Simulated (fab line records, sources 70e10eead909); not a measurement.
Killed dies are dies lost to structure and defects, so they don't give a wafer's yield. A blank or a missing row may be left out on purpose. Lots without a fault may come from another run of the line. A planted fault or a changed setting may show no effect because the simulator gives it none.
Chamber matching | flow nand_harc | NHARC_A_WL_FILL_ALD_00 on ald_hk-01: 4 sister chambers
The step deposits Al2O3, target thk 3 nm, pulse time 3 s, ald cycles 30. 8 wafers are shown with their chamber, then 10 later ones without.

WAFERS WITH THEIR CHAMBER
wafer  | chamber | heater_power_w (W) | precursor_pulse_height_rel
L084.3 | 0       | 463                | 1.029
L082.1 | 2       | 502                | 0.997
L081.6 | 1       | 577                | 1.014
L087.4 | 1       | 565                | 1.017
L087.5 | 0       | 470                | 1.013
L087.6 | 3       | 520                | 0.982
L088.2 | 2       | 517                | 1.008
L088.4 | 3       | 566                | 0.997

WAFERS WITHOUT THEIR CHAMBER
wafer  | heater_power_w (W) | precursor_pulse_height_rel
L088.5 | 507                | 0.995
L094.4 | 504                | 1.004
L094.5 | 559                | 1.020
L094.6 | 428                | 0.997
L093.1 | 556                | 1.006
L093.3 | 552                | 1.040
L093.4 | 428                | 1.001
L095.1 | 430                | 1.001
L095.5 | 568                | 0.974
L095.6 | 504                | 1.014

WHICH CHAMBER EACH WENT THROUGH
wafer  | from the rows above          | in truth
L088.5 | can't be placed: 2 or 3      | 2
L094.4 | 2                            | 2
L094.5 | 1                            | 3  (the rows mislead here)
L094.6 | can't be placed: 0 or 2      | 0
L093.1 | can't be placed: 1 or 3 or 2 | 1
L093.3 | can't be placed: 1 or 2      | 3
L093.4 | can't be placed: 0 or 2      | 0
L095.1 | can't be placed: 0 or 2      | 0
L095.5 | 3                            | 3
L095.6 | can't be placed: 2 or 0      | 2
Placed correctly: 2 of 10. Can't be placed from these rows: 7 (the true chamber is among the candidates in 6). Placed wrongly: 1.
How it was worked out, from the rows above alone: a wafer's distance from a chamber is the root of the sum, over the readings, of the square of ((its reading less the chamber's mean) divided by the reading's scatter). The wafer belongs to the nearest chamber; if the next one is less than 2 further off, it can't be placed. A chamber's mean is the mean of its shown wafers. The scatter: the root of (the sum of the squares of (reading less its chamber's mean) over the shown wafers, divided by (wafers less chambers)).
